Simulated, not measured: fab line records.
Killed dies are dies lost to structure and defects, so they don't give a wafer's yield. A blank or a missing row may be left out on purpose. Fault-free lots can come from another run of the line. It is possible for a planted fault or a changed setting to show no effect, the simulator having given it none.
Chamber matching    flow n5_finfet    4 sister chambers for N5_HKMG_FIN_ALD_74 on ald_hk-02
The step deposits La2O3, target thk 0.5 nm, pulse time 6 s, co reactant pulse time 1 s. 18 wafers are shown with their chamber, then 9 later ones without.

WAFERS, EACH WITH ITS CHAMBER
wafer   chamber  heater_power_w (W)  precursor_pulse_height_rel
L075.1  1        343                 0.970
L075.4  3        293                 0.979
L075.5  0        307                 0.986
L076.2  3        296                 1.000
L076.3  1        347                 1.000
L076.6  0        315                 1.009
L081.4  0        300                 1.002
L081.5  1        359                 0.967
L081.6  0        304                 0.999
L087.2  2        309                 0.993
L087.3  1        357                 0.974
L087.6  1        351                 1.018
L088.1  0        304                 0.965
L088.3  2        320                 1.013
L088.4  3        296                 1.004
L089.3  2        310                 1.017
L089.5  3        291                 0.994
L089.6  0        300                 1.016

SIGNATURES (averages over the wafers above)
reading                     chamber 0  chamber 1  chamber 2  chamber 3  scatter within a chamber
heater_power_w              305.00     351.40     313.00     294.00     5.52
precursor_pulse_height_rel  0.99617    0.98580    1.00767    0.99425    0.0176
Rule: a wafer lies at a distance from a chamber equal to the root of the sum of squares, over the readings, of (its reading less the chamber's mean, divided by the reading's scatter). The wafer belongs to the nearest chamber; if the next one is less than 2 further off, it can't be placed. The scatter is the square root of a quotient: the sum, over the shown wafers, of each reading's squared deviation from its chamber's mean, divided by wafers minus chambers.

WAFERS WITH NO CHAMBER GIVEN
wafer   heater_power_w (W)  precursor_pulse_height_rel
L091.2  306                 1.022
L091.5  302                 0.986
L091.6  350                 0.971
L093.3  352                 0.983
L093.4  306                 0.997
L093.6  304                 1.017
L094.1  299                 0.984
L094.2  297                 0.971
L094.6  300                 0.963

CHAMBER TAKEN BY EACH
wafer   from the rows above           in truth
L091.2  can't be placed: 0 or 2 or 3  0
L091.5  can't be placed: 0 or 3 or 2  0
L091.6  1                             1
L093.3  1                             1
L093.4  can't be placed: 0 or 2 or 3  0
L093.6  can't be placed: 0 or 2 or 3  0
L094.1  can't be placed: 3 or 0 or 2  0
L094.2  can't be placed: 3 or 0       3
L094.6  can't be placed: 3 or 0 or 2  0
Correctly placed: 2 of 9. These rows do not allow placing 7 (true chamber among the candidates in 7). 0 placed wrongly.
